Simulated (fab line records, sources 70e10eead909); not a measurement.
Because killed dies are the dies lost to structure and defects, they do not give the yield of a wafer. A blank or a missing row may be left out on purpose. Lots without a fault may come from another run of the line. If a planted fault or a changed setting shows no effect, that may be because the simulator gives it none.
Chamber matching    flow nand harc    4 sister chambers for NHARC_A_CHANNEL_FILL_D1_ETCHBACK_20 on rie diel-10
The step etches the open film in C4F8/O2/Ar, target depth 27 nm, time 13.5 s. 4 wafers are shown with their chamber, then 8 later ones without.

== WAFERS PAIRED WITH THEIR CHAMBERS ==
wafer   chamber  rf vpp V (V)
L074.3  2        988
L086.1  1        987
L086.6  0        972
L087.1  3        979

== WAFERS WITHOUT THEIR CHAMBER ==
wafer   rf vpp V (V)
L087.3  973
L087.4  987
L094.4  986
L094.5  986
L094.6  987
L095.1  988
L095.2  988
L095.4  980

== CHAMBER TAKEN BY EACH ==
wafer   from the rows above      in truth
L087.3  0                        0
L087.4  can't be placed: 1 or 2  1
L094.4  can't be placed: 1 or 2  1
L094.5  can't be placed: 1 or 2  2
L094.6  can't be placed: 1 or 2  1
L095.1  can't be placed: 2 or 1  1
L095.2  can't be placed: 2 or 1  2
L095.4  3                        3
Placed correctly: 2 of 8. From these rows, 6 cannot be placed; in 6 the true chamber is one of the candidates. Placed wrongly: 0.
How it was worked out, from the rows above alone: a wafer's distance from a chamber is the root of the sum, over the readings, of the square of ((its reading less the chamber's mean) divided by the reading's scatter). If the next closest chamber is less than 2 further off than the closest, the wafer can't be placed; otherwise it belongs to the closest. Each chamber's mean is taken over the wafers shown for it. The scatter: with one shown wafer a chamber, the root of the mean of the squares of how far each hidden wafer lies from its nearest shown one.
